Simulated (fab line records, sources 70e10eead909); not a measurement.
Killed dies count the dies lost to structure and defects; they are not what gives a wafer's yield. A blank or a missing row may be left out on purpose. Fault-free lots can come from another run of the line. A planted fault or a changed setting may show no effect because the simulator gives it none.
A struck lot beside a sound one / flow nand_harc / 21 steps out of a route of 1159
Sound: wafers L836.1, L836.4, L836.5. Wafers struck: L855.1, L855.2, L855.4. At the end, the cause is stated.
Order at every step that has rows: each side's tool, ch and its chambers, its first start. Under that, the readings that differ: sound wafers / struck wafers / difference of the means / sigmas: that difference in standard deviations of wafers without a fault.
alike: a reading whose means differ by less than 2 such deviations, as well as words and numbers matching on both sides. not compared: withheld readings; readings where some wafer has no value; bounds like >300 that might hide an equal value; numbers whose values overlap and for which the record gives no deviation.
A row with sigmas, a row that says differs or no value, or rows on one side alone: a step with any of these is where the two part. Numbers that don't overlap but have no deviation are shown without sigmas and don't part them. A reading that every wafer of one side lacks parts them only if that side has two wafers or more.

NHARC_A_BLC_CMP_25: polishes, t overpolish 30 s, target thk 150 nm.
  sound on cmp-04 ch 1,2, day 18 08:20; struck on cmp-01 ch 0,2,3, day 23 02:55
  alike: motor_current_A, overpolish_run_s, time_to_endpoint_s
next, for these wafers, 1 step has no rows: NHARC_A_BLC_SRD_27.
NHARC_A_BLC_INSPECT_28:
  sound: defect_inspect-01 at day 18 08:44; struck: defect_inspect-02 at day 23 03:19
  alike: raw_defect_count
then, 8 steps without rows for these wafers: NHARC_A_M0_DEP_00 (deposits SiOC, target thk 150 nm); NHARC_A_M0_DEHYDRATE_01 (time 120 s); NHARC_A_M0_HMDS_02 (time 30 s); NHARC_A_M0_COAT_33 (time 65 s); NHARC_A_M0_COAT_03 (resist thk 90 nm); NHARC_A_M0_SOFTBAKE_04 (time 55 s); NHARC_A_M0_EBR_05; NHARC_A_M0_EXPOSE_06 (exposes mask A M0, target cd 80 nm).
NHARC_A_M0_PEB_07: peb time 65 s.
  sound on litho_track-06 ch 0, day 18 09:34; struck on litho_track-06 ch 0, day 23 04:10
  alike: exhaust_pa
then, 1 step without rows for these wafers: NHARC_A_M0_DEVELOP_08 (develop time 35 s).
NHARC_A_M0_CD_MEAS_09: the cd target is 80 nm.
  sound on cd_sem-02 ch 0, day 18 09:38; struck on cd_sem-01 ch 0, day 23 04:14
reading=cd_nm (nm); sound=80.5 81.5 81.2; struck=94.1 93.0 93.2; difference=+12.4; sigmas=+16
NHARC_A_M0_OVL_MEAS_10: pitch 160 nm.
  sound: overlay-01 at day 18 09:44; struck: overlay-01 at day 23 04:20
  alike: overlay_x_nm, overlay_y_nm
NHARC_A_M0_INSPECT_11:
  sound: defect_inspect-01 at day 18 09:46; struck: defect_inspect-02 at day 23 04:22
  alike: raw_defect_count
NHARC_A_M0_DESCUM_14: chemistry O2, time 3 s.
  sound on rie_diel-11 ch 2,3, day 18 09:50; struck on rie_diel-03 ch 0,1,2, day 23 04:25
reading=model.A_M0.cd_nm (nm); sound=80.66 81.31 80.89; struck=93.36 92.49 92.36; difference=+11.78; sigmas=
  alike: drypump_motor_current_A, oes_product_au, rf_vpp_V, showerhead_plenum_p_Torr, throttle_valve_pct
  not compared: rf_hours_counter_h
NHARC_A_M0_ETCH_34: etches the open film in N2/H2, target depth 40 nm, overetch 12 nm, time 43.94 s.
  sound on rie_diel-11 ch 0,2, day 18 09:55; struck on rie_diel-03 ch 1,2,3, day 23 04:31
  alike: drypump_motor_current_A, oes_product_au, rf_vpp_V, showerhead_plenum_p_Torr, throttle_valve_pct
  not compared: rf_hours_counter_h
NHARC_A_M0_ETCH_15: etches the open film in C4F8/Ar, target depth 150 nm, overetch 15 nm, time 82.5 s.
  sound on rie_diel-11 ch 2,3; struck on rie_diel-03 ch 0,1,3
reading=model.A_M0.cd_nm (nm); sound=80.7 81.32 80.95; struck=93.28 92.74 92.75; difference=+11.93; sigmas=
  alike: oes_product_au, rf_vpp_V
  not compared: rf_hours_counter_h
NHARC_A_M0_CD_MEAS_16:
  sound: cd_sem-01 at day 18 10:08; struck: cd_sem-03 at day 23 04:43
reading=cd_nm (nm); sound=80.7 81.1 80.7; struck=93.3 92.7 92.9; difference=+12.1; sigmas=+16
next, for these wafers, 1 step has no rows: NHARC_END_SORT_01.

## WHERE THEY PART
At NHARC_A_M0_CD_MEAS_09 first; at NHARC_A_M0_CD_MEAS_16 last (within this record only).

WHY: the cause the simulator had injected
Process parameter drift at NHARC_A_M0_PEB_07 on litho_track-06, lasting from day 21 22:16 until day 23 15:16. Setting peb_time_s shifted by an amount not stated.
